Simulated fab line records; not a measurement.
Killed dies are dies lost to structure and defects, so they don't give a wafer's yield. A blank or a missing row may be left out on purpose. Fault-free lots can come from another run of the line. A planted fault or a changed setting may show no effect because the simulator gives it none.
Matching of chambers ; flow n5-finfet ; rie-diel-02 running N5_BEOL_M2_VIA_ETCH_34: 4 sister chambers
The step etches the open film in C4F6/O2, target depth 69.4 nm, time 65.9 s. 4 wafers are shown with their chamber, then 9 later ones without.

EACH WAFER AND ITS CHAMBER
wafer;chamber;drypump-motor-current-A (A)
L078.4;3;6.4
L079.2;2;5.3
L086.3;1;5.9
L086.5;0;5.1

WAFERS WHOSE CHAMBER IS MISSING
wafer;drypump-motor-current-A (A)
L088.1;5.1
L088.3;5.9
L088.5;5.3
L095.3;5.3
L095.4;6.4
L095.6;5.9
L097.4;6.4
L097.5;6.0
L097.6;5.3

THE CHAMBER EACH PASSED THROUGH
wafer;from the rows above;in truth
L088.1;0;0
L088.3;1;1
L088.5;2;2
L095.3;2;2
L095.4;3;3
L095.6;1;1
L097.4;3;3
L097.5;1;1
L097.6;2;2
Correct placement for 9 of the 9. Not placeable from these rows: 0. Wrongly placed: 0.
How it was worked out, from the rows above alone: a wafer's distance from a chamber is the root of the sum, over the readings, of the square of ((its reading less the chamber's mean) divided by the reading's scatter). The wafer belongs to the nearest chamber; if the next one is less than 2 further off, it can't be placed. For every chamber, the mean is computed from those of its wafers that are shown. The scatter (one wafer shown for each chamber): square how far every hidden wafer sits from the nearest shown wafer, average those squares and take the square root.
